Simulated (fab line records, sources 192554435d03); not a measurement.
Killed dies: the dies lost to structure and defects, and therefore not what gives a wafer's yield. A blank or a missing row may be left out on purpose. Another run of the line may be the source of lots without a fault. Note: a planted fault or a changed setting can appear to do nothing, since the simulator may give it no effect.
Chamber matching    flow n5_finfet    cvd_co-02 running N5_BEOL_M4_PRE_CLEAN_60: 3 sister chambers
The step time 15 s. 16 wafers are shown with their chamber, then 7 later ones without.

## WAFERS, EACH WITH ITS CHAMBER
wafer   chamber  heater_power_w (W)  rf_fwd_power_W (W)
L430.1  2        107                 296.5
L430.4  2        104                 297.5
L430.5  0        57                  295.8
L429.1  2        104                 297.6
L429.3  1        118                 293.5
L429.6  0        57                  296.6
L432.1  1        119                 298.2
L432.3  2        107                 299.3
L438.1  0        58                  299.2
L438.2  1        125                 295.5
L438.4  0        57                  297.1
L441.2  1        122                 294.2
L441.3  2        108                 299.5
L441.5  1        118                 294.9
L444.3  2        107                 298.8
L444.5  2        107                 298.5

SIGNATURES (means of the wafers above)
reading         chamber 0  chamber 1  chamber 2  scatter within a chamber
heater_power_w  57.25      120.40     106.29     2.03
rf_fwd_power_W  297.175    295.260    298.243    1.43
Rule: a wafer lies at a distance from a chamber equal to the root of the sum of squares, over the readings, of (its reading less the chamber's mean, divided by the reading's scatter). If the next closest chamber is less than 2 further off than the closest, the wafer can't be placed; otherwise it belongs to the closest. The scatter: take each reading less its chamber's mean, square it, sum over the shown wafers, divide by the number of wafers less the number of chambers, and take the root.

## WAFERS WITHOUT THEIR CHAMBER
wafer   heater_power_w (W)  rf_fwd_power_W (W)
L444.6  119                 295.9
L450.1  57                  298.2
L450.2  120                 294.1
L450.4  120                 293.4
L449.1  57                  297.4
L449.2  121                 293.7
L449.6  58                  298.1

## WHICH CHAMBER EACH ONE RAN IN
wafer   from the rows above  in truth
L444.6  1                    1
L450.1  0                    0
L450.2  1                    1
L450.4  1                    1
L449.1  0                    0
L449.2  1                    1
L449.6  0                    0
Placed correctly: 7 of 7. Not placeable from these rows: 0. Placed wrongly: 0.
